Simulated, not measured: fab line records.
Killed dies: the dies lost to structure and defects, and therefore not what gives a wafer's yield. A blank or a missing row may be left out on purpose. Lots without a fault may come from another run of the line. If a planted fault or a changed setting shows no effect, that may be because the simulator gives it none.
2 desks, one fault | flow nand_harc | each desk holds nothing but its own numbers, with what lay behind them at the end

FROM THE METROLOGY DESK
Means of the sampled wafers that have a number, per lot and without regard to the tool the lot ran on: this is what the gauges read. A lot is out of limits, marked OUT, if its mean lies more than 4 standard deviations from the usual mean; the brackets give that distance.
Columns: A = overlay_x_nm at NHARC_P_CONTACT_OVL_MEAS_13, usual 0.1 nm; B = overlay_y_nm at NHARC_P_CONTACT_OVL_MEAS_13, usual 0.2 nm; C = cd_nm at NHARC_P_M0_CD_MEAS_09, usual 90.3 nm
lot  | first seen here | A    | B    | C
L815 | day 6 06:19     | -0.3 | 1.4  | 89.8
L816 | day 6 12:50     | 0.1  | 0.3  | 90.6
L817 | day 6 14:17     | 0.4  | 0.9  | 89.8
L819 | day 7 14:34     | -0.5 | -0.3 | 91.3
L820 | day 8 02:52     | 1.2  | 0.5  | 90.8
L822 | day 8 19:50     | -1.7 | 0.7  | 90.6
L830 | day 12 01:59    | -0.3 | 0.0  | 90.8
L832 | day 13 05:35    | 0.5  | 0.3  | 91.2
L833 | day 13 11:31    | -0.6 | -1.5 | 90.0
L834 | day 14 02:14    | -0.0 | -0.4 | 89.8
L835 | day 14 07:46    | 0.8  | -1.4 | 89.9
L836 | day 14 17:45    | 0.0  | 0.2  | 90.3
L837 | day 15 02:13    | -0.2 | 0.1  | 90.5
L838 | day 15 15:28    | 0.3  | -0.4 | 89.2
This desk's finding: nothing out of limits on any of the 14 lots.

DESK OF THE TOOL OWNER: pecvd-03
The tool's own readings at NHARC_P_M0_DEP_00 (deposits SiOC, target thk 150 nm): means of the sampled wafers that have a number, for each lot that ran on this tool. A lot is out of limits, marked OUT, if its mean lies more than 4 standard deviations from the usual mean; the brackets give that distance.
Columns: A = chamber_pressure_Torr at NHARC_P_M0_DEP_00, usual 5.000 Torr; B = rf_fwd_power_W at NHARC_P_M0_DEP_00, usual 598.5 W
lot  | first seen here | A     | B
L817 | day 6 18:01     | 5.001 | 598.8
L830 | day 12 05:17    | 4.996 | 598.3
L832 | day 13 08:50    | 4.995 | 599.1
L834 | day 14 05:31    | 5.003 | 600.5
L835 | day 14 11:09    | 4.996 | 598.1
L836 | day 14 21:02    | 5.005 | 598.2
This desk's finding: nothing out of limits on any of the 6 lots.

ALL TOGETHER
Nothing out of limits was seen by the metrology desk.
The tool owner's desk saw nothing out of limits.

WHAT THE SIMULATOR HAD INSERTED
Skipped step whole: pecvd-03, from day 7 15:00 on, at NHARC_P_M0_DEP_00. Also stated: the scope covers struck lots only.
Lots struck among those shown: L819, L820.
